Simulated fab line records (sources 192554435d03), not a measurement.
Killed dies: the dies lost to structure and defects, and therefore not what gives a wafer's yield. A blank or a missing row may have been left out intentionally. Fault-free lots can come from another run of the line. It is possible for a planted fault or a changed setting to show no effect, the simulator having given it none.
Which tool is to blame? | flow n5-finfet | 24 lots, 72 wafers sampled, at 4 steps of a route of 1938

== WHAT THE GAUGES SHOWED, per wafer ==
N5_BEOL_M3_OVL_MEAS_12. Usual: for M3_OVL the level is 0.2 nm and the standard deviation is 0.75.
lot  | measured     | on         | M3_OVL (nm)    | flag
L075 | day 7 05:29  | overlay-01 | -1.0 -0.2 0.5  |
L076 | day 7 15:25  | overlay-01 | -1.4 -0.3 0.2  |
L077 | day 7 18:02  | overlay-01 | 0.1 0.5 0.9    |
L074 | day 8 02:18  | overlay-01 | -0.6 -0.6 0.2  |
L079 | day 8 07:07  | overlay-02 | 1.8 0.8 0.9    |
L078 | day 8 07:18  | overlay-02 | 0.5 1.1 1.0    |
L080 | day 8 12:18  | overlay-02 | 1.0 0.9 1.3    |
L081 | day 8 18:14  | overlay-01 | -0.1 0.4 0.0   |
L082 | day 9 02:40  | overlay-01 | -1.5 -1.1 -1.3 |
L083 | day 9 10:58  | overlay-02 | 0.1 -0.3 0.6   |
L084 | day 9 17:22  | overlay-02 | -1.0 -0.3 -0.4 |
L085 | day 9 22:56  | overlay-02 | -0.1 -0.6 1.2  |
L086 | day 10 09:10 | overlay-02 | 0.8 0.2 -0.6   |
L087 | day 10 12:11 | overlay-02 | 0.3 0.0 1.0    |
L088 | day 10 18:28 | overlay-01 | -0.1 0.2 -0.3  |
L089 | day 11 01:54 | overlay-01 | 0.6 0.3 0.6    |
L090 | day 11 08:09 | overlay-01 | 0.8 0.3 1.0    |
L091 | day 11 09:02 | overlay-01 | 0.3 0.4 -0.1   |
L092 | day 11 14:57 | overlay-01 | -0.7 0.0 -1.0  |
L093 | day 11 21:26 | overlay-02 | 1.6 1.5 1.2    |
L094 | day 12 03:32 | overlay-02 | 0.7 -0.6 0.2   |
L095 | day 12 15:13 | overlay-02 | 0.5 0.0 0.7    |
L096 | day 12 15:33 | overlay-02 | 0.2 0.7 1.3    |
L097 | day 12 19:37 | overlay-02 | -0.1 -0.3 -0.9 |

N5_BEOL_M3_CD_MEAS_28: target cd 25.7 nm, target cd y 23.3 nm. Usual: cd-nm at 25.77 nm, with a standard deviation of 0.23.
lot  | measured     | on        | cd-nm (nm)        | flag
L075 | day 7 06:44  | cd-sem-03 | 25.71 25.75 25.79 |
L076 | day 7 16:19  | cd-sem-03 | 25.81 25.26 26.00 |
L077 | day 7 18:52  | cd-sem-02 | 25.63 25.53 25.45 |
L074 | day 8 03:40  | cd-sem-03 | 25.64 25.62 25.82 |
L079 | day 8 08:19  | cd-sem-03 | 25.47 25.61 25.99 |
L078 | day 8 08:22  | cd-sem-03 | 26.20 26.29 25.81 |
L080 | day 8 13:08  | cd-sem-02 | 25.89 25.83 26.05 |
L081 | day 8 19:10  | cd-sem-02 | 25.47 26.04 25.89 |
L082 | day 9 03:30  | cd-sem-02 | 25.78 25.67 26.13 |
L083 | day 9 12:29  | cd-sem-02 | 25.82 26.02 25.85 |
L084 | day 9 18:20  | cd-sem-01 | 25.70 25.64 26.03 |
L085 | day 9 23:47  | cd-sem-03 | 25.77 25.84 25.54 |
L086 | day 10 10:26 | cd-sem-01 | 25.87 25.99 25.93 |
L087 | day 10 13:02 | cd-sem-03 | 25.37 25.99 25.83 |
L088 | day 10 19:17 | cd-sem-03 | 26.30 25.45 25.82 |
L089 | day 11 02:47 | cd-sem-03 | 25.96 25.90 25.70 |
L090 | day 11 08:59 | cd-sem-02 | 25.87 25.28 25.99 |
L091 | day 11 09:59 | cd-sem-03 | 26.20 25.79 25.54 |
L092 | day 11 15:55 | cd-sem-01 | 25.82 25.95 26.06 |
L093 | day 11 22:32 | cd-sem-02 | 25.38 25.78 26.12 |
L094 | day 12 04:23 | cd-sem-03 | 25.55 25.65 25.67 |
L095 | day 12 16:11 | cd-sem-02 | 25.78 25.74 26.07 |
L096 | day 12 16:35 | cd-sem-01 | 25.69 25.64 26.13 |
L097 | day 12 22:28 | cd-sem-03 | 25.66 25.61 25.48 |

N5_BEOL_M3_OVL_MEAS_29. Usual: for V2_OVL the level is 0.1 nm and the standard deviation is 0.7.
lot  | measured     | on         | V2_OVL (nm)    | flag
L075 | day 7 06:46  | overlay-01 | -0.4 -0.4 0.0  |
L076 | day 7 16:21  | overlay-01 | 0.9 1.4 1.1    |
L077 | day 7 18:55  | overlay-02 | -1.1 -0.7 0.3  |
L074 | day 8 03:43  | overlay-02 | 0.1 0.0 -0.6   |
L079 | day 8 08:20  | overlay-02 | -0.4 0.1 -1.2  |
L078 | day 8 08:25  | overlay-02 | 0.2 0.2 0.1    |
L080 | day 8 13:10  | overlay-02 | 0.6 0.9 -0.4   |
L081 | day 8 19:11  | overlay-01 | -0.1 0.4 -0.3  |
L082 | day 9 03:32  | overlay-01 | 0.3 -0.5 -0.8  |
L083 | day 9 12:31  | overlay-01 | 0.6 0.7 0.8    |
L084 | day 9 18:22  | overlay-02 | 1.0 0.9 1.2    |
L085 | day 9 23:49  | overlay-02 | -0.2 -0.1 -0.3 |
L086 | day 10 10:28 | overlay-02 | -0.2 0.8 -0.5  |
L087 | day 10 13:04 | overlay-02 | -0.2 0.3 -0.3  |
L088 | day 10 19:20 | overlay-01 | -0.7 -0.6 -0.9 |
L089 | day 11 02:49 | overlay-01 | 0.8 0.0 0.8    |
L090 | day 11 09:01 | overlay-02 | 0.4 -1.1 -0.6  |
L091 | day 11 10:02 | overlay-01 | 0.7 0.6 0.1    |
L092 | day 11 15:56 | overlay-01 | 1.6 1.0 1.1    |
L093 | day 11 22:34 | overlay-02 | 1.0 0.6 -0.1   |
L094 | day 12 04:25 | overlay-02 | -0.4 0.8 0.0   |
L095 | day 12 16:13 | overlay-01 | 0.7 1.2 0.4    |
L096 | day 12 16:37 | overlay-02 | 0.4 -0.6 -0.6  |
L097 | day 12 22:31 | overlay-01 | -1.5 -1.3 -0.8 |

== WHAT TOOL EACH LOT RAN ON (gives the tool, then ch and the chambers of the sampled wafers, and finally the start) ==
lot  | N5_BEOL_M3_ETCH_74
L075 | rie-diel-02 ch 1,2, day 7 05:53
L076 | rie-diel-04 ch 1,2,3, day 7 15:32
L077 | rie-diel-04 ch 2,3, day 7 18:10
L074 | rie-diel-01 ch 0,3, day 8 02:31
L079 | rie-diel-01 ch 0,1,3, day 8 07:36
L078 | rie-diel-04 ch 0,2,3, day 8 07:37
L080 | rie-diel-04 ch 0,2, day 8 12:25
L081 | rie-diel-02 ch 2,3, day 8 18:23
L082 | rie-diel-01 ch 0,2, day 9 02:47
L083 | rie-diel-01 ch 0,2,3, day 9 11:39
L084 | rie-diel-02 ch 0,1,3, day 9 17:30
L085 | rie-diel-04 ch 2,3, day 9 23:04
L086 | rie-diel-04 ch 0,2,3, day 10 09:17
L087 | rie-diel-04 ch 0,3, day 10 12:19
L088 | rie-diel-01 ch 0,1,3, day 10 18:34
L089 | rie-diel-04 ch 0,1,3, day 11 02:01
L090 | rie-diel-02 ch 0,1,3, day 11 08:16
L091 | rie-diel-02 ch 1,2, day 11 09:09
L092 | rie-diel-02 ch 0,2,3, day 11 15:04
L093 | rie-diel-04 ch 1,3, day 11 21:42
L094 | rie-diel-01 ch 0,3, day 12 03:40
L095 | rie-diel-04 ch 1,2,3, day 12 15:20
L096 | rie-diel-01 ch 1,3, day 12 15:44
L097 | rie-diel-01 ch 0,1,3, day 12 21:19
- N5_BEOL_M3_ETCH_74: etches underlayer in N2/H2, target depth 6.5 nm, time 5.2 s.

== AS READ BY THE TOOLS THEMSELVES (means over the sampled wafers that have a number; for cases with no such wafer, the mark the record gives instead) ==
N5_BEOL_M3_ETCH_74. Usual: drypump-motor-current-A 5.9 A, standard deviation 0.58; etch-rf-on-time-s 5.24 s, standard deviation 0.18; oes-product-au 0.67 a.u., standard deviation 0.064; rf-vpp-V 523.6 V, standard deviation 2.6; showerhead-plenum-p-Torr 2.54 Torr, standard deviation 0.083; throttle-valve-pct 17.78 %, standard deviation 0.23.
lot  | tool        | drypump-motor-current-A (A) | etch-rf-on-time-s (s) | oes-product-au (a.u.) | rf-vpp-V (V) | showerhead-plenum-p-Torr (Torr) | throttle-valve-pct (%) | flag
L075 | rie-diel-02 | 5.6                         | 5.18                  | 0.69                  | 526.0        | 2.60                            | 17.68                  |
L076 | rie-diel-04 | 5.9                         | 5.12                  | 0.70                  | 522.9        | 2.50                            | 17.74                  |
L077 | rie-diel-04 | 6.0                         | 5.36                  | 0.64                  | 521.5        | 2.44                            | 17.64                  |
L074 | rie-diel-01 | 5.9                         | 5.25                  | 0.67                  | 522.3        | 2.50                            | 17.45                  |
L079 | rie-diel-01 | 5.9                         | 5.25                  | 0.71                  | 524.9        | 2.52                            | 17.60                  |
L078 | rie-diel-04 | 6.1                         | 5.31                  | 0.64                  | 522.6        | 2.51                            | 17.77                  |
L080 | rie-diel-04 | 5.8                         | 5.42                  | 0.62                  | 522.4        | 2.51                            | 17.83                  |
L081 | rie-diel-02 | 6.1                         | 5.19                  | 0.70                  | 524.3        | 2.63                            | 17.76                  |
L082 | rie-diel-01 | 5.7                         | 5.01                  | 0.73                  | 521.7        | 2.48                            | 17.62                  |
L083 | rie-diel-01 | 6.1                         | 5.17                  | 0.68                  | 522.1        | 2.48                            | 17.53                  |
L084 | rie-diel-02 | 5.7                         | 5.25                  | 0.68                  | 522.8        | 2.56                            | 17.97                  |
L085 | rie-diel-04 | 6.0                         | 5.34                  | 0.63                  | 520.1        | 2.43                            | 17.68                  |
L086 | rie-diel-04 | 6.1                         | 5.34                  | 0.62                  | 521.9        | 2.50                            | 17.81                  |
L087 | rie-diel-04 | 6.5                         | 5.16                  | 0.66                  | 523.0        | 2.50                            | 17.78                  |
L088 | rie-diel-01 | 5.9                         | 5.27                  | 0.69                  | 524.5        | 2.51                            | 17.63                  |
L089 | rie-diel-04 | 5.9                         | 5.16                  | 0.67                  | 524.0        | 2.56                            | 17.92                  |
L090 | rie-diel-02 | 5.6                         | 5.26                  | 0.66                  | 523.6        | 2.56                            | 18.00                  |
L091 | rie-diel-02 | 5.9                         | 5.15                  | 0.70                  | 526.5        | 2.63                            | 17.66                  |
L092 | rie-diel-02 | 5.9                         | 5.28                  | 0.69                  | 524.6        | 2.60                            | 17.91                  |
L093 | rie-diel-04 | 5.6                         | 5.06                  | 0.71                  | 523.1        | 2.55                            | 17.89                  |
L094 | rie-diel-01 | 5.9                         | 5.29                  | 0.65                  | 522.1        | 2.48                            | 17.48                  |
L095 | rie-diel-04 | 5.8                         | 5.17                  | 0.66                  | 522.6        | 2.48                            | 17.79                  |
L096 | rie-diel-01 | 6.3                         | 5.48                  | 0.63                  | 523.7        | 2.51                            | 17.58                  |
L097 | rie-diel-01 | 5.9                         | 5.28                  | 0.67                  | 523.1        | 2.51                            | 17.68                  |

== THE ANSWER, worked out from the rows above alone ==
Rule: take the mean of a lot's wafers that have a number; if it is more than 3 standard deviations from the usual mean, the lot is off. A lot without any number at a reading at which 4 lots or more have one is off too. The other lots that the step has rows for count as sound. After the gauges, taken in route order, come the tools' own readings; for these a lot's mean is taken, as printed above. The first step at which some lot is off is used, and at that step the reading that is off furthest; a lot without a number counts as furthest.
No lot is off on any of the readings shown, so nothing can be concluded from this.

== WHAT THE SIMULATOR PUT IN ==
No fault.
